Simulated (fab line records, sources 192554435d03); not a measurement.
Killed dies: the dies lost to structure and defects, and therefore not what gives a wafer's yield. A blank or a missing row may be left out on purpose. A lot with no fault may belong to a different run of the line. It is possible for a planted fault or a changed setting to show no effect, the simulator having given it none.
Matching of chambers + flow n5Finfet + N5_STI_FIN_REVEAL_STRIP_24 on rieDiel-01: 4 sister chambers
The step strips in N2/H2, time 90 s. 4 wafers are shown with their chamber, then 8 later ones without.

## WAFERS, EACH WITH ITS CHAMBER
| wafer  | chamber | showerheadPlenumPTorr (Torr) |
|--------|---------|------------------------------|
| L077.3 | 2       | 3.46                         |
| L082.3 | 1       | 3.46                         |
| L083.2 | 3       | 3.43                         |
| L084.3 | 0       | 3.52                         |

## WAFERS WITH NO CHAMBER GIVEN
| wafer  | showerheadPlenumPTorr (Torr) |
|--------|------------------------------|
| L084.5 | 3.45                         |
| L084.6 | 3.52                         |
| L095.4 | 3.51                         |
| L095.5 | 3.44                         |
| L095.6 | 3.44                         |
| L096.1 | 3.44                         |
| L096.3 | 3.50                         |
| L096.5 | 3.50                         |

## CHAMBER TAKEN BY EACH
| wafer  | from the rows above          | in truth |
|--------|------------------------------|----------|
| L084.5 | can't be placed: 1 or 2 or 3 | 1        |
| L084.6 | 0                            | 0        |
| L095.4 | 0                            | 0        |
| L095.5 | can't be placed: 3 or 1 or 2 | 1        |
| L095.6 | can't be placed: 3 or 1 or 2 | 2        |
| L096.1 | can't be placed: 3 or 1 or 2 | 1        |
| L096.3 | can't be placed: 0 or 1 or 2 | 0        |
| L096.5 | can't be placed: 0 or 1 or 2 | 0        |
Correct placement for 2 of the 8. These rows do not allow placing 6 (true chamber among the candidates in 6). 0 placed wrongly.
How it was worked out, from the rows above alone: a wafer's distance from a chamber is the root of the sum, over the readings, of the square of ((its reading less the chamber's mean) divided by the reading's scatter). If the next closest chamber is less than 2 further off than the closest, the wafer can't be placed; otherwise it belongs to the closest. For every chamber, the mean is computed from those of its wafers that are shown. The scatter: root of mean squared gap, hidden wafer to nearest shown wafer, with one shown wafer a chamber.
